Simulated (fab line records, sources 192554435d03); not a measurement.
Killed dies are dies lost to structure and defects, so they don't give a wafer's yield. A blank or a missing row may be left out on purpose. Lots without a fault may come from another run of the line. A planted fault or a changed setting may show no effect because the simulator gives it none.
Chamber matching | flow n5_finfet | N5_ILD0_CMP_07 on cmp-02: 4 sister chambers
The step polishes SiO2 flowable, stops on poly-Si, t overpolish 1.18 s, target thk 138.88 nm. 8 wafers are shown with their chamber, then 11 later ones without.

WAFERS WITH THEIR CHAMBER
wafer  | chamber | motor_current_A (A)
L074.6 | 0       | 11.9
L076.4 | 0       | 12.7
L084.2 | 2       | 11.2
L084.6 | 3       | 11.0
L085.1 | 1       | 15.1
L085.5 | 1       | 14.5
L085.6 | 2       | 10.9
L089.1 | 3       | 11.0

WAFERS WITHOUT THEIR CHAMBER
wafer  | motor_current_A (A)
L089.2 | 13.1
L089.5 | 12.4
L091.2 | 14.2
L091.4 | 11.2
L091.5 | 14.6
L096.3 | 10.9
L096.4 | 11.3
L096.5 | 11.8
L097.1 | 10.7
L097.2 | 10.6
L097.3 | 12.7

WHICH CHAMBER EACH WENT THROUGH
wafer  | from the rows above          | in truth
L089.2 | 0                            | 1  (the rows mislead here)
L089.5 | 0                            | 0
L091.2 | 1                            | 1
L091.4 | can't be placed: 2 or 3      | 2
L091.5 | 1                            | 1
L096.3 | can't be placed: 3 or 2      | 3
L096.4 | can't be placed: 2 or 3      | 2
L096.5 | can't be placed: 0 or 2 or 3 | 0
L097.1 | can't be placed: 3 or 2      | 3
L097.2 | can't be placed: 3 or 2      | 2
L097.3 | 0                            | 0
Placed correctly: 4 of 11. Can't be placed from these rows: 6 (the true chamber is among the candidates in 6). Placed wrongly: 1.
How it was worked out, from the rows above alone: a wafer's distance from a chamber is the root of the sum, over the readings, of the square of ((its reading less the chamber's mean) divided by the reading's scatter). The wafer belongs to the nearest chamber; if the next one is less than 2 further off, it can't be placed. A chamber's mean is the mean of its shown wafers. The scatter: the root of (the sum of the squares of (reading less its chamber's mean) over the shown wafers, divided by (wafers less chambers)).
